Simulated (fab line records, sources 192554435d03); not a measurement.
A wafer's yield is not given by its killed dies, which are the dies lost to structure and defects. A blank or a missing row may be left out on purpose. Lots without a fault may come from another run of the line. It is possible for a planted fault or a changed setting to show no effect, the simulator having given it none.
A single fault, viewed from 2 desks / flow n5 finfet / numbers are kept per desk, each desk with only its own; the story behind them comes last

DESK OF THE TOOL OWNER: ald hk-02
The tool's own readings at N5_HKMG_FIN_ALD_74 (deposits La2O3, target thk 0.5 nm, pulse time 6 s, co reactant pulse time 1 s): means of the sampled wafers that have a number, for each lot that ran on this tool. A lot is out of limits, marked OUT, if its mean lies more than 4 standard deviations from the usual mean; the brackets give that distance.
Columns: A = heater power w at N5_HKMG_FIN_ALD_74, usual 358 W; B = precursor pulse height rel at N5_HKMG_FIN_ALD_74, usual 1.000
lot=L891; first seen here=day 4 10:57; A=334; B=0.990
lot=L892; first seen here=day 4 16:38; A=350; B=0.992
lot=L893; first seen here=day 4 23:37; A=352; B=1.005
lot=L894; first seen here=day 5 06:32; A=351; B=0.990
lot=L910; first seen here=day 9 06:14; A=388; B=1.015
lot=L911; first seen here=day 9 16:44; A=333; B=1.017
lot=L912; first seen here=day 9 18:32; A=353; B=0.989
This desk found nothing out of limits on any of the 7 lots.

FROM THE METROLOGY DESK
Lot by lot, what the gauges showed, no matter which tool ran the lot: averages of those sampled wafers that carry a number. A lot is out of limits, marked OUT, if its mean lies more than 4 standard deviations from the usual mean; the brackets give that distance. 7 of its 12 readings are shown, namely those furthest out on some lot.
Columns: A = DIBL_N at N5_BEOL_M4_RC_MEAS_101, usual 36.1 mV/V; B = DIBL_P at N5_BEOL_M4_RC_MEAS_101, usual 36.3 mV/V; C = IOFF_N at N5_BEOL_M4_RC_MEAS_101, usual 0.15 nA/um; D = IOFF_P at N5_BEOL_M4_RC_MEAS_101, usual 0.21 nA/um; E = ION_P at N5_BEOL_M4_RC_MEAS_101, usual 463 uA/um; F = SS_P at N5_BEOL_M4_RC_MEAS_101, usual 73.2 mV/dec; G = VT_P at N5_BEOL_M4_RC_MEAS_101, usual -250 mV
lot=L889; first seen here=day 8 06:25; A=35.5; B=35.6; C=0.14; D=0.21; E=467; F=73.3; G=-249
lot=L891; first seen here=day 8 08:31; A=35.0; B=36.5; C=0.15; D=0.23; E=482; F=73.1; G=-247
lot=L892; first seen here=day 9 00:01; A=33.1; B=34.1; C=0.09; D=0.13; E=442; F=72.4; G=-261
lot=L894; first seen here=day 9 03:40; A=35.2; B=36.2; C=0.15; D=0.17; E=464; F=73.6; G=-254
lot=L893; first seen here=day 9 04:03; A=35.7; B=37.3; C=0.15; D=0.19; E=455; F=73.1; G=-254
lot=L907; first seen here=day 12 20:33; A=41.1; B=42.0; C=0.23; D=0.29; E=464; F=74.8; G=-247
lot=L909; first seen here=day 12 23:37; A=34.8; B=35.9; C=0.14; D=0.20; E=464; F=73.4; G=-252
lot=L910; first seen here=day 13 18:46; A=34.6; B=34.5; C=0.14; D=0.20; E=458; F=72.6; G=-251
lot=L912; first seen here=day 13 18:54; A=37.0; B=36.1; C=0.16; D=0.23; E=470; F=73.4; G=-246
lot=L911; first seen here=day 13 23:06; A=37.3; B=36.1; C=0.15; D=0.22; E=458; F=72.6; G=-249
This desk found nothing out of limits on any of the 10 lots.

PUT TOGETHER
The tool owner's desk saw nothing out of limits.
Metrology desk: nothing out of limits seen.

WHAT THE SIMULATOR HAD INSERTED
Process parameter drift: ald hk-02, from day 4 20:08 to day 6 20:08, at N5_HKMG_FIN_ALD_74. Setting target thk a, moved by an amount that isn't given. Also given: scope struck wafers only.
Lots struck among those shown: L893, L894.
